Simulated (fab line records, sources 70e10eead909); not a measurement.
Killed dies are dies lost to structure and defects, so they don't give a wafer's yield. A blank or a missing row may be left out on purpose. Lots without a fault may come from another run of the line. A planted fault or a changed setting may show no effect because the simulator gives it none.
One fault seen from 2 desks | flow nand_harc | each desk has only its own numbers; what lay behind them comes last

THE METROLOGY DESK
What the gauges read, lot by lot, whatever tool the lot ran on: means of the sampled wafers that have a number. A lot is out of limits, marked OUT, if its mean lies more than 4 standard deviations from the usual mean; the brackets give that distance.
Columns: A = cd_nm at NHARC_P_GATE_CD_MEAS_26, usual 119.6 nm; B = cd_nm at NHARC_P_GATE_CD_MEAS_33, usual 119 nm
lot  | first seen here | A              | B
L848 | day 5 20:32     | 118.9          | 118
L849 | day 6 12:47     | 120.0          | 122
L851 | day 7 05:45     | 119.1          | 118
L852 | day 7 21:13     | 119.3          | 116
L853 | day 7 21:38     | 120.2          | 116
L854 | day 8 10:43     | 119.0          | 117
L856 | day 9 10:59     | 119.7          | 117
L860 | day 11 03:19    | 120.3          | 122
L863 | day 12 05:20    | 95.0 (-32) OUT | 94 (-7.5) OUT
L866 | day 13 05:09    | 94.6 (-32) OUT | 98 (-6.2) OUT
L869 | day 14 11:45    | 120.0          | 119
This desk's finding: out of limits on L863, L866; first on L863, day 12 05:20 (cd_nm at NHARC_P_GATE_CD_MEAS_26). In limits: L848, L849, L851, L852, L853, L854, L856, L860, L869.

THE TOOL OWNER'S DESK: litho_track-04
The tool's own readings at NHARC_P_GATE_PEB_24 (peb time 65 s): means of the sampled wafers that have a number, for each lot that ran on this tool. A lot is out of limits, marked OUT, if its mean lies more than 4 standard deviations from the usual mean; the brackets give that distance.
Columns: A = heater_power_total_W at NHARC_P_GATE_PEB_24, usual 156.7 W; B = plate_temp_C at NHARC_P_GATE_PEB_24, usual 100.02 C
lot  | first seen here | A               | B
L849 | day 6 12:43     | 156.9           | 99.89
L851 | day 7 05:40     | 156.6           | 100.26
L852 | day 7 21:08     | 156.7           | 100.02
L856 | day 9 10:55     | 156.9           | 100.00
L863 | day 12 05:16    | 174.8 (+44) OUT | 108.50 (+65) OUT
L866 | day 13 05:04    | 174.8 (+44) OUT | 108.34 (+64) OUT
This desk's finding: out of limits on L863, L866; first on L863, day 12 05:16 (heater_power_total_W at NHARC_P_GATE_PEB_24). In limits: L849, L851, L852, L856.

PUT TOGETHER
The tool owner's desk could have raised an alarm at day 12 05:16, on L863, L866.
The metrology desk could have raised an alarm at day 12 05:20, on L863, L866.
Of the lots named, all ran NHARC_P_GATE_PEB_24 on litho_track-04.

WHAT THE SIMULATOR HAD PUT IN
Process parameter drift: litho_track-04, from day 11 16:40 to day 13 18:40, at NHARC_P_GATE_PEB_24. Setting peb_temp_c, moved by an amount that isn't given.
Lots struck among those shown: L863, L866.
Hours from the fault's start to each desk's first reading out of limits: the tool owner's desk, 13; the metrology desk, 13.
